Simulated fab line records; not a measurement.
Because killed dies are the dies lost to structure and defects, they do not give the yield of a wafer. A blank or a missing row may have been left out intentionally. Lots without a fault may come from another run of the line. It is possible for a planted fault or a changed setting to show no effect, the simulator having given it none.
Chamber matching | flow nand harc | NHARC_A_DECK1_JOINT_CMP_02 on cmp-03: 4 sister chambers
The step polishes SiOx. 4 wafers are shown with their chamber, then 10 later ones without.

== WAFERS PAIRED WITH THEIR CHAMBERS ==
wafer  | chamber | motor current A (A)
L076.2 | 3       | 13.2
L088.5 | 0       | 12.0
L090.2 | 2       | 13.4
L090.3 | 1       | 10.7

== WAFERS WITHOUT THEIR CHAMBER ==
wafer  | motor current A (A)
L090.4 | 13.0
L092.3 | 13.0
L092.5 | 10.2
L092.6 | 12.5
L093.1 | 12.1
L093.3 | 10.8
L093.6 | 10.5
L094.2 | 12.3
L094.4 | 12.5
L094.6 | 12.3

== WHICH CHAMBER EACH ONE RAN IN ==
wafer  | from the rows above          | in truth
L090.4 | can't be placed: 3 or 2      | 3
L092.3 | can't be placed: 3 or 2      | 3
L092.5 | 1                            | 1
L092.6 | can't be placed: 0 or 3 or 2 | 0
L093.1 | 0                            | 0
L093.3 | 1                            | 1
L093.6 | 1                            | 1
L094.2 | can't be placed: 0 or 3      | 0
L094.4 | can't be placed: 0 or 3 or 2 | 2
L094.6 | can't be placed: 0 or 3      | 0
Placed correctly: 4 of 10. Not placeable from these rows: 6 (in 6, the candidates include the true chamber). Number placed wrongly: 0.
How it was worked out, from the rows above alone: a wafer's distance from a chamber is the root of the sum, over the readings, of the square of ((its reading less the chamber's mean) divided by the reading's scatter). If the next closest chamber is less than 2 further off than the closest, the wafer can't be placed; otherwise it belongs to the closest. The mean given for a chamber averages the wafers shown for that chamber. The scatter: with one shown wafer a chamber, the root of the mean of the squares of how far each hidden wafer lies from its nearest shown one.
